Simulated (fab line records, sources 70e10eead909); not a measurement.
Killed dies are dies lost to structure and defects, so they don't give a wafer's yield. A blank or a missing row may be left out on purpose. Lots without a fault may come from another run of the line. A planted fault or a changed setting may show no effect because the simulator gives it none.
Chamber matching | flow nand_harc | NHARC_A_STAIRCASE_TRIM_229 on rie_diel-01: 4 sister chambers
The step chemistry O2, time 211.2 s. 8 wafers are shown with their chamber, then 8 later ones without.

WAFERS WITH THEIR CHAMBER
wafer  | chamber | drypump_motor_current_A (A) | showerhead_plenum_p_Torr (Torr)
L082.3 | 0       | 6.7                         | 3.30
L085.6 | 0       | 6.7                         | 3.30
L087.3 | 3       | 5.4                         | 3.47
L087.4 | 2       | 6.1                         | 3.61
L090.4 | 1       | 5.1                         | 3.34
L090.5 | 2       | 6.0                         | 3.61
L090.6 | 3       | 5.4                         | 3.46
L092.4 | 1       | 5.1                         | 3.34

WAFERS WITHOUT THEIR CHAMBER
wafer  | drypump_motor_current_A (A) | showerhead_plenum_p_Torr (Torr)
L092.5 | 6.7                         | 3.29
L092.6 | 5.4                         | 3.46
L094.4 | 6.0                         | 3.61
L094.5 | 6.7                         | 3.29
L094.6 | 5.4                         | 3.46
L097.1 | 6.7                         | 3.29
L097.2 | 5.4                         | 3.46
L097.4 | 6.1                         | 3.60

WHICH CHAMBER EACH WENT THROUGH
wafer  | from the rows above | in truth
L092.5 | 0                   | 0
L092.6 | 3                   | 3
L094.4 | 2                   | 2
L094.5 | 0                   | 0
L094.6 | 3                   | 3
L097.1 | 0                   | 0
L097.2 | 3                   | 3
L097.4 | 2                   | 2
Placed correctly: 8 of 8. Can't be placed from these rows: 0. Placed wrongly: 0.
How it was worked out, from the rows above alone: a wafer's distance from a chamber is the root of the sum, over the readings, of the square of ((its reading less the chamber's mean) divided by the reading's scatter). The wafer belongs to the nearest chamber; if the next one is less than 2 further off, it can't be placed. A chamber's mean is the mean of its shown wafers. The scatter: the root of (the sum of the squares of (reading less its chamber's mean) over the shown wafers, divided by (wafers less chambers)).
